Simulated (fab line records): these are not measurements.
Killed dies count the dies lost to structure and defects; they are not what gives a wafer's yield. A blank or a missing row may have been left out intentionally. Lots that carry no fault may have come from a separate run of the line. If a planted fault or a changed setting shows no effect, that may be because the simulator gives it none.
Chamber matching || flow nand-harc || 4 sister chambers for NHARC_A_BLC_ALD_23 on ald-metal-03
The step deposits TiN, target thk 3 nm, pulse time 1 s, ald cycles 150. 16 wafers are shown with their chamber, then 8 later ones without.

## WAFERS PAIRED WITH THEIR CHAMBERS
{"wafer": "L074.3", "chamber": 1, "heater-power-w (W)": 970, "precursor-pulse-height-rel": 0.996}
{"wafer": "L074.4", "chamber": 3, "heater-power-w (W)": 938, "precursor-pulse-height-rel": 0.990}
{"wafer": "L074.6", "chamber": 2, "heater-power-w (W)": 1037, "precursor-pulse-height-rel": 0.977}
{"wafer": "L076.1", "chamber": 0, "heater-power-w (W)": 1074, "precursor-pulse-height-rel": 0.998}
{"wafer": "L076.4", "chamber": 3, "heater-power-w (W)": 914, "precursor-pulse-height-rel": 0.993}
{"wafer": "L076.5", "chamber": 0, "heater-power-w (W)": 1081, "precursor-pulse-height-rel": 1.018}
{"wafer": "L082.1", "chamber": 1, "heater-power-w (W)": 943, "precursor-pulse-height-rel": 0.990}
{"wafer": "L082.3", "chamber": 2, "heater-power-w (W)": 1090, "precursor-pulse-height-rel": 1.017}
{"wafer": "L082.4", "chamber": 1, "heater-power-w (W)": 954, "precursor-pulse-height-rel": 0.981}
{"wafer": "L084.1", "chamber": 1, "heater-power-w (W)": 1009, "precursor-pulse-height-rel": 0.981}
{"wafer": "L084.4", "chamber": 0, "heater-power-w (W)": 992, "precursor-pulse-height-rel": 0.988}
{"wafer": "L084.6", "chamber": 1, "heater-power-w (W)": 972, "precursor-pulse-height-rel": 0.990}
{"wafer": "L091.3", "chamber": 3, "heater-power-w (W)": 838, "precursor-pulse-height-rel": 0.970}
{"wafer": "L091.4", "chamber": 0, "heater-power-w (W)": 1007, "precursor-pulse-height-rel": 1.035}
{"wafer": "L091.6", "chamber": 2, "heater-power-w (W)": 1105, "precursor-pulse-height-rel": 0.993}
{"wafer": "L089.3", "chamber": 0, "heater-power-w (W)": 1009, "precursor-pulse-height-rel": 1.028}

SIGNATURES (averages over the wafers above)
{"reading": "heater-power-w", "chamber 0": 1032.60, "chamber 1": 969.60, "chamber 2": 1077.33, "chamber 3": 896.67, "scatter within a chamber": 38.1}
{"reading": "precursor-pulse-height-rel", "chamber 0": 1.01340, "chamber 1": 0.98760, "chamber 2": 0.99567, "chamber 3": 0.98433, "scatter within a chamber": 0.0155}
Rule: a wafer lies at a distance from a chamber equal to the root of the sum of squares, over the readings, of (its reading less the chamber's mean, divided by the reading's scatter). If the next closest chamber is less than 2 further off than the closest, the wafer can't be placed; otherwise it belongs to the closest. The scatter is the square root of a quotient: the sum, over the shown wafers, of each reading's squared deviation from its chamber's mean, divided by wafers minus chambers.

## WAFERS WITH NO CHAMBER GIVEN
{"wafer": "L089.4", "heater-power-w (W)": 982, "precursor-pulse-height-rel": 0.997}
{"wafer": "L089.6", "heater-power-w (W)": 1089, "precursor-pulse-height-rel": 0.987}
{"wafer": "L096.4", "heater-power-w (W)": 820, "precursor-pulse-height-rel": 0.997}
{"wafer": "L096.5", "heater-power-w (W)": 840, "precursor-pulse-height-rel": 0.972}
{"wafer": "L096.6", "heater-power-w (W)": 1111, "precursor-pulse-height-rel": 1.058}
{"wafer": "L097.2", "heater-power-w (W)": 1124, "precursor-pulse-height-rel": 0.995}
{"wafer": "L097.4", "heater-power-w (W)": 1081, "precursor-pulse-height-rel": 1.017}
{"wafer": "L097.6", "heater-power-w (W)": 1106, "precursor-pulse-height-rel": 0.986}

## CHAMBER TAKEN BY EACH
{"wafer": "L089.4", "from the rows above": "can't be placed: 1 or 0 or 3 or 2", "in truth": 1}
{"wafer": "L089.6", "from the rows above": "can't be placed: 2 or 0", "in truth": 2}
{"wafer": "L096.4", "from the rows above": "can't be placed: 3 or 1", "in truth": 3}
{"wafer": "L096.5", "from the rows above": "can't be placed: 3 or 1", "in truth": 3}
{"wafer": "L096.6", "from the rows above": "can't be placed: 0 or 2", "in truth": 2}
{"wafer": "L097.2", "from the rows above": "can't be placed: 2 or 0", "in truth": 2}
{"wafer": "L097.4", "from the rows above": "can't be placed: 0 or 2", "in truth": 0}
{"wafer": "L097.6", "from the rows above": "can't be placed: 2 or 0", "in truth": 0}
Correct placement for 0 of the 8. From these rows, 8 cannot be placed; in 8 the true chamber is one of the candidates. Wrongly placed: 0.
